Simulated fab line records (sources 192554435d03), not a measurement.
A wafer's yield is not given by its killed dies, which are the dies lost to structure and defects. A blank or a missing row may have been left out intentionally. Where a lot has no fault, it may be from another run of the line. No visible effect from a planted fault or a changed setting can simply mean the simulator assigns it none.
Matching of chambers    flow n5-finfet    cvd-co-02 running N5_BEOL_M3_CO_CAP_55: 3 sister chambers
The step material Co, precursor CCTBA/H2, target thk 2 nm, time 102.1 s. 3 wafers are shown with their chamber, then 7 later ones without.

## WAFERS, EACH WITH ITS CHAMBER
wafer   chamber  heater-power-w (W)
L348.5  1        228
L357.1  0        239
L357.3  2        245

## WAFERS WITHOUT THEIR CHAMBER
wafer   heater-power-w (W)
L357.4  225
L360.2  221
L360.5  242
L360.6  222
L364.1  223
L364.2  223
L364.5  241

## THE CHAMBER EACH PASSED THROUGH
wafer    from the rows above       in truth
L357.4   1                         1
L360.2   1                         1
L360.5   can't be placed: 0 or 2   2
L360.6   1                         1
L364.1   1                         1
L364.2   1                         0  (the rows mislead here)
L364.5   can't be placed: 0 or 2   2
4 of 7 placed correctly. These rows do not allow placing 2 (true chamber among the candidates in 2). Number placed wrongly: 1.
How it was worked out, from the rows above alone: a wafer's distance from a chamber is the root of the sum, over the readings, of the square of ((its reading less the chamber's mean) divided by the reading's scatter). The wafer belongs to the nearest chamber; if the next one is less than 2 further off, it can't be placed. The mean given for a chamber averages the wafers shown for that chamber. The scatter: with one shown wafer a chamber, the root of the mean of the squares of how far each hidden wafer lies from its nearest shown one.
